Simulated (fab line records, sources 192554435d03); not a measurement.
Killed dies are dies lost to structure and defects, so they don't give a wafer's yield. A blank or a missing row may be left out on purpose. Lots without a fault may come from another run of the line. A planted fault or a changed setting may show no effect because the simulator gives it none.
One fault seen from 2 desks | flow n5_finfet | each desk has only its own numbers; what lay behind them comes last

THE TOOL OWNER'S DESK: ald_metal-03
The tool's own readings at N5_BEOL_M2_ALD_84 (deposits TaN, pulse time 2 s, purge time 3 s, co reactant purge time 2 s): means of the sampled wafers that have a number, for each lot that ran on this tool. A lot is out of limits, marked OUT, if its mean lies more than 4 standard deviations from the usual mean; the brackets give that distance.
Columns: A = heater_power_w at N5_BEOL_M2_ALD_84, usual 415 W
lot  | first seen here | A
L109 | day 8 01:56     | 410
L113 | day 10 06:51    | 415
L117 | day 10 09:16    | 414
L118 | day 10 18:53    | 402
This desk's finding: nothing out of limits on any of the 4 lots.

THE METROLOGY DESK
What the gauges read, lot by lot, whatever tool the lot ran on: means of the sampled wafers that have a number. A lot is out of limits, marked OUT, if its mean lies more than 4 standard deviations from the usual mean; the brackets give that distance. Of its 14 readings 7 are shown: the one that was out of limits first, and those that lie furthest out on some lot.
Columns: A = CHAIN_V1 at N5_BEOL_M4_RC_MEAS_101, usual 234 ohm/link; B = CHAIN_V1_max_site at N5_BEOL_M4_RC_MEAS_101, usual 242 ohm/link; C = DIBL_P at N5_BEOL_M4_RC_MEAS_101, usual 36.7 mV/V; D = IOFF_N at N5_BEOL_M4_RC_MEAS_101, usual 0.17 nA/um; E = SERP_M2 at N5_BEOL_M4_RC_MEAS_101, usual 205 ohm/um; F = SERP_M2_max_site at N5_BEOL_M4_RC_MEAS_101, usual 218 ohm/um; G = SS_N at N5_BEOL_M4_RC_MEAS_101, usual 71.7 mV/dec
lot  | first seen here | A              | B              | C    | D    | E   | F   | G
L109 | day 9 05:07     | 223            | 230            | 39.6 | 0.23 | 199 | 213 | 72.6
L113 | day 11 08:46    | 284 (+5.2) OUT | 291 (+4.9) OUT | 38.2 | 0.21 | 234 | 246 | 72.0
L117 | day 11 09:43    | 284 (+5.2) OUT | 290 (+4.8) OUT | 37.7 | 0.19 | 229 | 245 | 71.5
L118 | day 11 17:23    | 304 (+7.2) OUT | 316 (+7.4) OUT | 37.1 | 0.20 | 247 | 263 | 71.7
L122 | day 12 22:23    | 227            | 237            | 35.6 | 0.16 | 196 | 210 | 71.8
This desk's finding: out of limits on L113, L117, L118; first on L113, day 11 08:46 (CHAIN_V1 at N5_BEOL_M4_RC_MEAS_101). In limits: L109, L122.

PUT TOGETHER
The metrology desk could have raised an alarm at day 11 08:46, on L113, L117, L118.
The tool owner's desk saw nothing out of limits.
The tool owner's desk has L113, L117, L118 on record, within its limits.
Of the lots named, all ran N5_BEOL_M2_ALD_84 on ald_metal-03.

WHAT THE SIMULATOR HAD PUT IN
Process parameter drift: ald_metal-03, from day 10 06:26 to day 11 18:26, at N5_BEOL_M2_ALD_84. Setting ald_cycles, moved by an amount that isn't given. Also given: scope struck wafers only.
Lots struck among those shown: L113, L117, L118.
Hours from the fault's start to each desk's first reading out of limits: the metrology desk, 26.
